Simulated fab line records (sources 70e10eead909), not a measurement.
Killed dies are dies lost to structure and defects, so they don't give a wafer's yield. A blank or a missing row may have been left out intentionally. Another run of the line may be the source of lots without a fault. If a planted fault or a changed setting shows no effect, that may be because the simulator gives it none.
Chamber matching -- flow nandHarc -- 4 sister chambers for NHARC_P_BONDPAD_ETCH_37 on rieDiel-12
The step etches the open film in N2/H2, target depth 60 nm, overetch 18 nm, time 65.91 s. 16 wafers are shown with their chamber, then 8 later ones without.

## WAFERS, EACH WITH ITS CHAMBER
wafer,chamber,drypumpMotorCurrentA (A),rfVppV (V),oesProductAu (a.u.)
L695.1,3,5.4,426.8,0.995
L695.2,1,5.8,428.0,1.005
L695.5,2,5.6,431.3,0.999
L697.3,1,5.8,428.2,1.000
L697.5,3,5.4,427.8,1.003
L697.6,1,5.8,428.0,0.992
L703.2,3,5.4,428.3,1.005
L703.3,0,5.2,427.2,0.994
L703.6,2,5.6,430.1,0.976
L704.1,1,5.8,428.5,0.980
L704.5,0,5.2,428.1,1.008
L704.6,1,5.8,427.4,0.984
L706.1,0,5.3,427.8,1.003
L706.3,3,5.4,428.4,0.998
L706.6,3,5.4,427.5,0.994
L707.1,3,5.4,428.3,1.003

SIGNATURES, as means of the wafers listed above
reading,chamber 0,chamber 1,chamber 2,chamber 3,scatter within a chamber
drypumpMotorCurrentA,5.233,5.800,5.600,5.400,0.0236
rfVppV,427.700,428.020,430.700,427.850,0.557
oesProductAu,1.00167,0.99220,0.98750,0.99967,0.00872
Rule: for each reading, subtract the chamber's mean from the wafer's reading, divide by that reading's scatter and square the result; add these up over the readings and take the root, which gives the wafer's distance from the chamber. If the next closest chamber is less than 2 further off than the closest, the wafer can't be placed; otherwise it belongs to the closest. The scatter: the root of (the sum of the squares of (reading less its chamber's mean) over the shown wafers, divided by (wafers less chambers)).

## WAFERS WITHOUT THEIR CHAMBER
wafer,drypumpMotorCurrentA (A),rfVppV (V),oesProductAu (a.u.)
L707.4,5.2,425.7,0.997
L707.5,5.8,428.8,0.980
L708.1,5.4,428.6,1.013
L708.3,5.2,427.2,0.998
L708.4,5.6,431.1,0.971
L709.2,5.8,427.9,0.986
L709.4,5.2,427.3,1.015
L709.5,5.2,427.4,1.012

## THE CHAMBER EACH PASSED THROUGH
wafer,from the rows above,in truth
L707.4,0,0
L707.5,1,1
L708.1,3,3
L708.3,0,0
L708.4,2,2
L709.2,1,1
L709.4,0,0
L709.5,0,0
8 of 8 placed correctly. Can't be placed from these rows: 0. Number placed wrongly: 0.
